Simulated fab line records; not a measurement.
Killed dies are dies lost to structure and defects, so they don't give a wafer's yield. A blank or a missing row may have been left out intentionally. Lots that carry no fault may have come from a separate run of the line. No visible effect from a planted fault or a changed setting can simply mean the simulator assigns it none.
Matching of chambers / flow nand_harc / 4 sister chambers for NHARC_P_GATE_DESCUM_61 on rie_diel-11
The step chemistry O2, time 3 s. 8 wafers are shown with their chamber, then 8 later ones without.

## WAFERS, EACH WITH ITS CHAMBER
wafer=L384.5; chamber=2; showerhead_plenum_p_Torr (Torr)=1.81; drypump_motor_current_A (A)=5.8
wafer=L386.1; chamber=1; showerhead_plenum_p_Torr (Torr)=2.05; drypump_motor_current_A (A)=5.5
wafer=L386.5; chamber=0; showerhead_plenum_p_Torr (Torr)=2.03; drypump_motor_current_A (A)=5.6
wafer=L386.6; chamber=3; showerhead_plenum_p_Torr (Torr)=1.95; drypump_motor_current_A (A)=5.8
wafer=L390.1; chamber=0; showerhead_plenum_p_Torr (Torr)=2.03; drypump_motor_current_A (A)=5.6
wafer=L390.5; chamber=3; showerhead_plenum_p_Torr (Torr)=1.95; drypump_motor_current_A (A)=5.8
wafer=L390.6; chamber=2; showerhead_plenum_p_Torr (Torr)=1.81; drypump_motor_current_A (A)=5.7
wafer=L400.1; chamber=1; showerhead_plenum_p_Torr (Torr)=2.04; drypump_motor_current_A (A)=5.5

## WAFERS MISSING THEIR CHAMBER
wafer=L400.3; showerhead_plenum_p_Torr (Torr)=1.95; drypump_motor_current_A (A)=5.8
wafer=L400.5; showerhead_plenum_p_Torr (Torr)=1.94; drypump_motor_current_A (A)=5.8
wafer=L401.3; showerhead_plenum_p_Torr (Torr)=1.94; drypump_motor_current_A (A)=5.8
wafer=L401.5; showerhead_plenum_p_Torr (Torr)=1.94; drypump_motor_current_A (A)=5.8
wafer=L401.6; showerhead_plenum_p_Torr (Torr)=1.81; drypump_motor_current_A (A)=5.8
wafer=L402.1; showerhead_plenum_p_Torr (Torr)=1.81; drypump_motor_current_A (A)=5.8
wafer=L402.2; showerhead_plenum_p_Torr (Torr)=1.94; drypump_motor_current_A (A)=5.8
wafer=L402.3; showerhead_plenum_p_Torr (Torr)=2.02; drypump_motor_current_A (A)=5.6

## EACH ONE'S CHAMBER
wafer=L400.3; from the rows above=3; in truth=3
wafer=L400.5; from the rows above=3; in truth=3
wafer=L401.3; from the rows above=3; in truth=3
wafer=L401.5; from the rows above=3; in truth=3
wafer=L401.6; from the rows above=2; in truth=2
wafer=L402.1; from the rows above=2; in truth=2
wafer=L402.2; from the rows above=3; in truth=3
wafer=L402.3; from the rows above=0; in truth=0
Correctly placed: 8 of 8. Not placeable from these rows: 0. Wrongly placed: 0.
How it was worked out, from the rows above alone: a wafer's distance from a chamber is the root of the sum, over the readings, of the square of ((its reading less the chamber's mean) divided by the reading's scatter). The wafer belongs to the nearest chamber; if the next one is less than 2 further off, it can't be placed. A chamber's mean is the mean of its shown wafers. The scatter is the square root of a quotient: the sum, over the shown wafers, of each reading's squared deviation from its chamber's mean, divided by wafers minus chambers.
